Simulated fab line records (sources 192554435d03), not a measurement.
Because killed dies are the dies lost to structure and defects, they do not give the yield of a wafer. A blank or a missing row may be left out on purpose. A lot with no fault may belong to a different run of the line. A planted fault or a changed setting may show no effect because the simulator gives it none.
Split-lot experiment -- flow n5Finfet -- on a route of 1938 steps: 7 lots, 39 wafers read

## THE SPLIT ITSELF
At N5_BEOL_M11_DESCUM_16 (chemistry O2, time 7.9 s), the setting timeS was moved away from the recipe's 7.9 s on 18 of the 39 wafers read, by -51.4% to +54.8%. The other wafers ran this setting at the recipe's value.

Reading taken at the split's own step.

## THE READING
CAR-ArF_of_BEOL_M11_COAT_05.thkNm (the simulator's own value, which no gauge read), in nm, at N5_BEOL_M11_DESCUM_16 (chemistry O2, time 7.9 s). The file does not state a usual value for it. The 21 wafers here that ran the recipe average 83.5 nm, standard deviation 0.21 nm.

wafer,"tool, chamber at the split","timeS as run, s",against the recipe,"CAR-ArF_of_BEOL_M11_COAT_05.thkNm, nm",against lot-mates on the recipe
L078.1,"rieDiel-06, 3,0",10.73,+35.8%,81.6,-1.8
L078.3,"rieDiel-06, 3,0",10.73,+35.8%,81.6,-1.8
L078.2,"rieDiel-06, 2",7.9,recipe,83.2,-
L078.4,"rieDiel-06, 3",7.9,recipe,83.4,-
L078.5,"rieDiel-06, 2",10.73,+35.8%,81.2,-2.2
L078.6,"rieDiel-06, 0",7.9,recipe,83.6,-
L084.1,"rieDiel-05, 2,0",7.9,recipe,83.2,-
L084.2,"rieDiel-05, 2,0",7.9,recipe,83.2,-
L084.3,"rieDiel-05, 3",7.9,recipe,83.4,-
L092.1,"rieDiel-05, 0,2,2",9.674,+22.5%,82.2,-1.3
L092.4,"rieDiel-05, 0,2,2",9.674,+22.5%,82.2,-1.3
L092.6,"rieDiel-05, 0,2,2",9.674,+22.5%,82.2,-1.3
L092.2,"rieDiel-05, 1",7.9,recipe,83.6,-
L092.3,"rieDiel-05, 3,1",7.9,recipe,83.4,-
L092.5,"rieDiel-05, 3,1",7.9,recipe,83.4,-
L089.1,"rieDiel-05, 2,3",7.9,recipe,83.4,-
L089.2,"rieDiel-05, 2,3",7.9,recipe,83.4,-
L089.3,"rieDiel-05, 0",3.841,-51.4%,86.2,+2.7
L089.5,"rieDiel-05, 0",3.841,-51.4%,86.2,+2.7
L089.4,"rieDiel-05, 1",7.9,recipe,83.8,-
L089.6,"rieDiel-05, 1",3.841,-51.4%,86,+2.5
L093.1,"rieDiel-05, 0,2",7.9,recipe,83.8,-
L093.5,"rieDiel-05, 0,2",7.9,recipe,83.8,-
L093.2,"rieDiel-05, 3,2",6.224,-21.2%,84.8,+0.9
L093.4,"rieDiel-05, 3,2",6.224,-21.2%,84.8,+0.9
L093.3,"rieDiel-05, 1",7.9,recipe,84,-
L093.6,"rieDiel-05, 1",6.224,-21.2%,84.4,+0.5
L094.1,"rieDiel-01, 2,0",7.9,recipe,83.6,-
L094.4,"rieDiel-01, 2,0",7.9,recipe,83.6,-
L094.2,"rieDiel-01, 1",5.34,-32.4%,85.2,+1.7
L094.3,"rieDiel-01, 0,1",5.34,-32.4%,85.4,+1.9
L094.5,"rieDiel-01, 0,1",5.34,-32.4%,85.4,+1.9
L094.6,"rieDiel-01, 2",7.9,recipe,83.4,-
L095.1,"rieDiel-05, 1,3",12.23,+54.8%,80.8,-2.7
L095.4,"rieDiel-05, 1,3",12.23,+54.8%,80.8,-2.7
L095.2,"rieDiel-05, 2,1",7.9,recipe,83.4,-
L095.6,"rieDiel-05, 2,1",7.9,recipe,83.4,-
L095.3,"rieDiel-05, 0",12.23,+54.8%,81,-2.5
L095.5,"rieDiel-05, 2",7.9,recipe,83.6,-
When a row names more than one chamber, that row covers several wafers, and the file does not tell which wafer ran in which chamber.

THE FIT
A straight line over all 39 wafers: CAR-ArF_of_BEOL_M11_COAT_05.thkNm changes by -0.0522 nm for each +1% of timeS; r = -0.99; the points scatter about the line by 0.21 nm.
The same after taking each lot's own level away (the mean of its wafers on the recipe; 39 wafers): -0.0503 nm for each +1%; r = -0.99; scatter 0.17 nm.
Per that fit: largest timeS move, reading shift of 2.8 nm.
Across the lots, their own levels run from 83.27 to 83.87 nm, a range of 2.9 times the standard deviation given above.
The two slopes are in agreement: the lot-to-lot level therefore moves the slope only a little.
Check: for one of the wafers moved furthest among these (+54.8%), held out of the fit, the line's prediction against its lot-mates is -2.79 nm. Against them it came out at -2.67 nm.

## OTHER SPLITS ON THESE WAFERS
Before the reading, these wafers also passed through other splits. Each is held against what the fit with the lots' levels taken away leaves over:
other split on the same wafers,wafers away from the commonest value,r with CAR-ArF_of_BEOL_M11_COAT_05.thkNm (lot level and that fit taken away)
N5_FIN_SAQP_SPACER1_ALD_24 aldCycles,15,+0.26
N5_DUMMY_GATE_ALD_02 targetThkA,15,+0.34
N5_SDB_ALD_29 aldCycles,15,+0.12
N5_BEOL_M0_SAQP_CUT_ETCH_46 timeS,9,-0.29
N5_BEOL_M2_DESCUM_33 timeS,9,-0.21
N5_BEOL_M7_CVD_78 targetThkA,15,+0.30
N5_BEOL_M9_ETCH_66 timeS,12,-0.07

## FILE'S OWN FIT
CAR-ArF_of_BEOL_M11_COAT_05.thkNm changes by -0.0503 nm for each +1% of timeS, r = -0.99.
